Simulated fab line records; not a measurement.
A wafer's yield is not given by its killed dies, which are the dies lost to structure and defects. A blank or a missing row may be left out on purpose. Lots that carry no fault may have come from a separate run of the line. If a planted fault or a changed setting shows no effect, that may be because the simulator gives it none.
Matching of chambers ; flow n5 finfet ; 4 sister chambers for N5_HKMG_FIN_DESCUM_53 on rie diel-01
The step chemistry O2, time 7.9 s. 8 wafers are shown with their chamber, then 9 later ones without.

## WAFERS, EACH WITH ITS CHAMBER
wafer;chamber;throttle valve pct (%);drypump motor current A (A)
L077.1;2;20.25;5.3
L079.4;2;20.24;5.3
L082.4;1;20.53;5.7
L084.2;3;20.04;5.4
L084.5;0;20.78;6.2
L090.1;3;20.04;5.3
L090.3;0;20.80;6.2
L090.4;1;20.55;5.7

## WAFERS WITHOUT THEIR CHAMBER
wafer;throttle valve pct (%);drypump motor current A (A)
L094.1;20.06;5.4
L094.5;20.81;6.2
L094.6;20.55;5.6
L095.3;20.56;5.6
L095.4;20.05;5.4
L095.6;20.06;5.4
L097.1;20.31;5.3
L097.3;20.82;6.2
L097.5;20.58;5.6

## THE CHAMBER EACH PASSED THROUGH
wafer;from the rows above;in truth
L094.1;3;3
L094.5;0;0
L094.6;1;1
L095.3;1;1
L095.4;3;3
L095.6;3;3
L097.1;2;2
L097.3;0;0
L097.5;1;1
Placed correctly: 9 of 9. Number that these rows cannot place: 0. Placed wrongly: 0.
How it was worked out, from the rows above alone: a wafer's distance from a chamber is the root of the sum, over the readings, of the square of ((its reading less the chamber's mean) divided by the reading's scatter). The wafer belongs to the nearest chamber; if the next one is less than 2 further off, it can't be placed. For every chamber, the mean is computed from those of its wafers that are shown. How the scatter is found: for the shown wafers, subtract from each reading the mean of its chamber, square and add these, divide the total by (wafers less chambers), then take the root.
